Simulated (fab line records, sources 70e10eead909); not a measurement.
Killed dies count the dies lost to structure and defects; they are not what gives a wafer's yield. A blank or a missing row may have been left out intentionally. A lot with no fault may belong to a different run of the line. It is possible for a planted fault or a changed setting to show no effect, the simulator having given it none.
Matching of chambers | flow nand-harc | rie-diel-11 running NHARC_A_BLC_DESCUM_15: 4 sister chambers
The step chemistry O2, time 3 s. 30 wafers are shown with their chamber, then 12 later ones without.

WAFERS WITH THEIR CHAMBER
wafer  | chamber | showerhead-plenum-p-Torr (Torr) | drypump-motor-current-A (A) | rf-vpp-V (V)
L076.3 | 3       | 2.05                            | 5.0                         | 57.8
L076.4 | 2       | 2.03                            | 5.2                         | 59.2
L076.5 | 0       | 1.80                            | 6.2                         | 57.0
L077.4 | 3       | 2.05                            | 5.0                         | 58.5
L077.5 | 2       | 2.03                            | 5.3                         | 57.8
L077.6 | 1       | 1.78                            | 6.0                         | 56.6
L079.2 | 3       | 2.04                            | 5.0                         | 58.5
L079.4 | 0       | 1.80                            | 6.2                         | 57.0
L079.6 | 3       | 2.04                            | 5.0                         | 59.3
L084.1 | 0       | 1.80                            | 6.2                         | 58.1
L084.2 | 3       | 2.05                            | 5.0                         | 57.4
L084.4 | 0       | 1.80                            | 6.1                         | 57.7
L085.1 | 1       | 1.78                            | 6.0                         | 58.5
L085.3 | 2       | 2.03                            | 5.3                         | 58.3
L085.5 | 0       | 1.80                            | 6.2                         | 58.3
L087.4 | 2       | 2.03                            | 5.2                         | 58.9
L087.5 | 2       | 2.03                            | 5.2                         | 58.8
L087.6 | 3       | 2.04                            | 5.0                         | 57.0
L089.1 | 2       | 2.03                            | 5.3                         | 59.4
L089.5 | 1       | 1.78                            | 6.0                         | 57.0
L089.6 | 0       | 1.80                            | 6.2                         | 57.8
L091.3 | 1       | 1.77                            | 6.0                         | 57.7
L091.5 | 1       | 1.77                            | 6.0                         | 58.2
L091.6 | 0       | 1.80                            | 6.2                         | 57.4
L093.2 | 1       | 1.78                            | 6.0                         | 57.9
L093.4 | 3       | 2.04                            | 5.0                         | 58.7
L093.6 | 3       | 2.04                            | 5.0                         | 59.2
L088.3 | 3       | 2.04                            | 5.0                         | 58.3
L088.4 | 1       | 1.77                            | 6.0                         | 56.8
L088.6 | 1       | 1.78                            | 6.0                         | 56.9

SIGNATURES, as means of the wafers listed above
reading                  | chamber 0 | chamber 1 | chamber 2 | chamber 3 | scatter within a chamber
showerhead-plenum-p-Torr | 1.8000    | 1.7763    | 2.0300    | 2.0433    | 0.00386
drypump-motor-current-A  | 6.186     | 6.000     | 5.250     | 5.000     | 0.0301
rf-vpp-V                 | 57.614    | 57.450    | 58.733    | 58.300    | 0.67
Rule: a wafer's distance from a chamber is the root of the sum, over the readings, of the square of ((its reading less the chamber's mean) divided by the reading's scatter). The wafer belongs to the nearest chamber; if the next one is less than 2 further off, it can't be placed. How the scatter is found: for the shown wafers, subtract from each reading the mean of its chamber, square and add these, divide the total by (wafers less chambers), then take the root.

WAFERS WITHOUT THEIR CHAMBER
wafer  | showerhead-plenum-p-Torr (Torr) | drypump-motor-current-A (A) | rf-vpp-V (V)
L090.1 | 2.04                            | 5.0                         | 59.0
L090.2 | 1.80                            | 6.2                         | 56.1
L090.3 | 1.77                            | 6.0                         | 57.9
L092.1 | 2.03                            | 5.2                         | 59.1
L092.3 | 2.04                            | 5.0                         | 57.8
L092.4 | 2.03                            | 5.2                         | 58.7
L096.1 | 2.04                            | 5.0                         | 58.3
L096.3 | 1.77                            | 6.0                         | 57.0
L096.5 | 2.03                            | 5.2                         | 58.4
L097.1 | 2.03                            | 5.2                         | 57.2
L097.2 | 2.04                            | 5.0                         | 58.1
L097.3 | 1.80                            | 6.2                         | 56.8

THE CHAMBER EACH PASSED THROUGH
wafer  | from the rows above | in truth
L090.1 | 3                   | 3
L090.2 | 0                   | 0
L090.3 | 1                   | 1
L092.1 | 2                   | 2
L092.3 | 3                   | 3
L092.4 | 2                   | 2
L096.1 | 3                   | 3
L096.3 | 1                   | 1
L096.5 | 2                   | 2
L097.1 | 2                   | 2
L097.2 | 3                   | 3
L097.3 | 0                   | 0
Correctly placed: 12 of 12. Not placeable from these rows: 0. 0 placed wrongly.
